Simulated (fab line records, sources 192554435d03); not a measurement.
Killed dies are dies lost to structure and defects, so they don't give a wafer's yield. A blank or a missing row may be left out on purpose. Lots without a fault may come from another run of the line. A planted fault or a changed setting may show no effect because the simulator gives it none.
Which tool did it? | flow n5_finfet | 10 lots, 30 wafers sampled, at 5 steps of a route of 1938

WHAT THE GAUGES READ, wafer by wafer
N5_SD_EPI_N_EPI_MEAS_23.
lot  | measured    | on            | thk_nm (nm)
L781 | day 3 05:48 | film_metro-02 | 58.6 56.7 59.4
L783 | day 3 18:38 | film_metro-01 | 60.4 61.2 58.8
L785 | day 4 03:50 | film_metro-02 | 58.1 57.3 61.3
L788 | day 4 22:20 | film_metro-01 | 58.9 59.9 58.2
L789 | day 5 06:13 | film_metro-02 | 58.2 60.8 60.3
L797 | day 7 05:15 | film_metro-01 | 45.7 45.8 45.4
L799 | day 7 17:05 | film_metro-02 | 42.9 44.2 45.2
L801 | day 8 04:35 | film_metro-02 | 60.1 58.2 60.4
L802 | day 8 11:05 | film_metro-01 | 58.2 59.1 61.9
L804 | day 9 02:40 | film_metro-01 | 58.9 59.1 56.6

WHICH TOOL RAN EACH LOT (tool, then ch and the chambers of the sampled wafers, then the start)
lot  | N5_SD_EPI_N_ETCH_34               | N5_SD_EPI_N_ETCH_16               | N5_SD_EPI_N_STRIP_38                | N5_SD_EPI_N_EPI_21
L781 | rie_diel-03 ch 0,2,3, day 3 02:26 | rie_diel-03 ch 0,2,3, day 3 03:01 | plasma_asher-01 ch 0,1, day 3 03:11 | epi_rpcvd-02 ch 0, day 3 04:05
L783 | rie_diel-03 ch 1,2,3, day 3 14:32 | rie_diel-03 ch 1,2,3, day 3 15:07 | plasma_asher-01 ch 0, day 3 15:17   | epi_rpcvd-04 ch 0, day 3 16:44
L785 | rie_diel-04 ch 0,1,2, day 3 23:44 | rie_diel-04 ch 0,1,2, day 4 00:19 | plasma_asher-01 ch 0, day 4 00:29   | epi_rpcvd-04 ch 0, day 4 01:34
L788 | rie_diel-01 ch 0,1, day 4 18:59   | rie_diel-01 ch 0,1, day 4 19:34   | plasma_asher-02 ch 0,1, day 4 19:44 | epi_rpcvd-04 ch 0, day 4 20:37
L789 | rie_diel-04 ch 0,2,3, day 5 02:52 | rie_diel-04 ch 0,2,3, day 5 03:26 | plasma_asher-01 ch 0,1, day 5 03:37 | epi_rpcvd-02 ch 0, day 5 04:31
L797 | rie_diel-04 ch 0,1,2, day 7 01:54 | rie_diel-04 ch 0,1,2, day 7 02:29 | plasma_asher-01 ch 0,1, day 7 02:39 | epi_rpcvd-02 ch 0, day 7 03:32
L799 | rie_diel-01 ch 1,2,3, day 7 12:01 | rie_diel-01 ch 1,2,3, day 7 12:35 | plasma_asher-01 ch 1, day 7 12:46   | epi_rpcvd-02 ch 0, day 7 14:34
L801 | rie_diel-03 ch 1,3, day 8 00:36   | rie_diel-03 ch 1,3, day 8 01:11   | plasma_asher-02 ch 1, day 8 01:21   | epi_rpcvd-04 ch 0, day 8 02:40
L802 | rie_diel-03 ch 1,2, day 8 07:24   | rie_diel-03 ch 1,2, day 8 08:16   | plasma_asher-02 ch 0,1, day 8 08:28 | epi_rpcvd-04 ch 0, day 8 09:22
L804 | rie_diel-03 ch 0,1,2, day 8 22:34 | rie_diel-03 ch 0,1,2, day 8 23:08 | plasma_asher-02 ch 0,1, day 8 23:18 | epi_rpcvd-03 ch 0, day 9 00:22
- N5_SD_EPI_N_ETCH_34: etches SiARC in CF4, target depth 45.5 nm, time 75.8 s.
- N5_SD_EPI_N_ETCH_16: etches SiO2 in CHF3/O2, target depth 5 nm.
- N5_SD_EPI_N_STRIP_38: strips in N2/H2.
- N5_SD_EPI_N_EPI_21: deposits Si:P, time 690 s.

THE ANSWER, worked out from the rows above alone
Rule: what is usual is taken from the lots themselves. Put in order of their means at a reading, lots are off if they are a third of the lots or fewer, leave a main group of 4 or more, and stand apart from it by a gap of 3 or more times the standard deviation of the main group's means; of several such gaps the widest counts. A main group whose means are all the same, to the digits that the tables above print for the reading, isn't used. A lot without any number at a reading at which 4 lots or more have one is off too. The other lots that the step has rows for count as sound.
Off: L797, L799, at N5_SD_EPI_N_EPI_MEAS_23 (thk_nm). The main group: mean 59.2 nm, standard deviation 0.68.
A tool fits if, at a process step before that reading, it ran every lot that is off, and no sound lot after the first of them. The gauges at N5_SD_EPI_N_EPI_MEAS_23 are tried like those tools. Can't be told from this: 2 tools fit, plasma_asher-01 at N5_SD_EPI_N_STRIP_38, epi_rpcvd-02 at N5_SD_EPI_N_EPI_21.

WHAT THE SIMULATOR HAD PUT IN
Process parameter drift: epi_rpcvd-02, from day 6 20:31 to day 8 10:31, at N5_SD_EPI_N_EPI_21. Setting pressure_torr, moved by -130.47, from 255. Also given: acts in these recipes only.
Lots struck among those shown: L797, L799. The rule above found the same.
